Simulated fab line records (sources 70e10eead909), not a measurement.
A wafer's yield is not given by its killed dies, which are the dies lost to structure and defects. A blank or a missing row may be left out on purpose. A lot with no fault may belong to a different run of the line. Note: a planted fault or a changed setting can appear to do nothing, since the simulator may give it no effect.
Matching of chambers :: flow nandHarc :: 4 sister chambers for NHARC_A_CHANNEL_FILL_D2_ALD_02 on aldHk-01
The step deposits SiO2, target thk 6 nm, pulse time 10 s, ald cycles 60. 18 wafers are shown with their chamber, then 9 later ones without.

== EACH WAFER AND ITS CHAMBER ==
wafer: L076.2
chamber: 1
heaterPowerW (W): 467
precursorPulseHeightRel: 0.981

wafer: L076.3
chamber: 0
heaterPowerW (W): 409
precursorPulseHeightRel: 1.022

wafer: L076.4
chamber: 2
heaterPowerW (W): 462
precursorPulseHeightRel: 1.018

wafer: L075.3
chamber: 3
heaterPowerW (W): 559
precursorPulseHeightRel: 1.038

wafer: L075.5
chamber: 0
heaterPowerW (W): 402
precursorPulseHeightRel: 1.005

wafer: L075.6
chamber: 3
heaterPowerW (W): 543
precursorPulseHeightRel: 1.015

wafer: L077.3
chamber: 2
heaterPowerW (W): 459
precursorPulseHeightRel: 1.028

wafer: L077.4
chamber: 0
heaterPowerW (W): 401
precursorPulseHeightRel: 0.983

wafer: L077.5
chamber: 2
heaterPowerW (W): 462
precursorPulseHeightRel: 0.995

wafer: L079.1
chamber: 0
heaterPowerW (W): 408
precursorPulseHeightRel: 1.020

wafer: L079.2
chamber: 2
heaterPowerW (W): 475
precursorPulseHeightRel: 0.968

wafer: L079.6
chamber: 0
heaterPowerW (W): 404
precursorPulseHeightRel: 0.993

wafer: L080.1
chamber: 1
heaterPowerW (W): 463
precursorPulseHeightRel: 0.958

wafer: L080.4
chamber: 2
heaterPowerW (W): 461
precursorPulseHeightRel: 1.014

wafer: L080.5
chamber: 3
heaterPowerW (W): 574
precursorPulseHeightRel: 1.009

wafer: L082.2
chamber: 3
heaterPowerW (W): 566
precursorPulseHeightRel: 0.996

wafer: L082.5
chamber: 1
heaterPowerW (W): 455
precursorPulseHeightRel: 0.968

wafer: L082.6
chamber: 0
heaterPowerW (W): 417
precursorPulseHeightRel: 0.991

SIGNATURES (means of the wafers above)
reading: heaterPowerW
chamber 0: 406.83
chamber 1: 461.67
chamber 2: 463.80
chamber 3: 560.50
scatter within a chamber: 8.16

reading: precursorPulseHeightRel
chamber 0: 1.00233
chamber 1: 0.96900
chamber 2: 1.00460
chamber 3: 1.01450
scatter within a chamber: 0.0184
Rule: distance of a wafer from a chamber = root of the sum over the readings of ((wafer's reading minus chamber's mean) / reading's scatter) squared. The wafer belongs to the nearest chamber; if the next one is less than 2 further off, it can't be placed. How the scatter is found: for the shown wafers, subtract from each reading the mean of its chamber, square and add these, divide the total by (wafers less chambers), then take the root.

== WAFERS WHOSE CHAMBER IS MISSING ==
wafer: L090.1
heaterPowerW (W): 570
precursorPulseHeightRel: 1.022

wafer: L090.4
heaterPowerW (W): 412
precursorPulseHeightRel: 1.030

wafer: L090.6
heaterPowerW (W): 473
precursorPulseHeightRel: 1.008

wafer: L094.2
heaterPowerW (W): 417
precursorPulseHeightRel: 1.005

wafer: L094.3
heaterPowerW (W): 462
precursorPulseHeightRel: 0.980

wafer: L094.5
heaterPowerW (W): 420
precursorPulseHeightRel: 1.002

wafer: L096.2
heaterPowerW (W): 441
precursorPulseHeightRel: 0.995

wafer: L096.3
heaterPowerW (W): 460
precursorPulseHeightRel: 1.021

wafer: L096.6
heaterPowerW (W): 554
precursorPulseHeightRel: 0.978

== WHICH CHAMBER EACH ONE RAN IN ==
wafer: L090.1
from the rows above: 3
in truth: 3

wafer: L090.4
from the rows above: 0
in truth: 0

wafer: L090.6
from the rows above: can't be placed: 2 or 1
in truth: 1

wafer: L094.2
from the rows above: 0
in truth: 0

wafer: L094.3
from the rows above: can't be placed: 1 or 2
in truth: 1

wafer: L094.5
from the rows above: 0
in truth: 0

wafer: L096.2
from the rows above: can't be placed: 2 or 1 or 0
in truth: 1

wafer: L096.3
from the rows above: can't be placed: 2 or 1
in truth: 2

wafer: L096.6
from the rows above: 3
in truth: 3
Placed correctly: 5 of 9. Can't be placed from these rows: 4 (the true chamber is among the candidates in 4). Wrongly placed: 0.
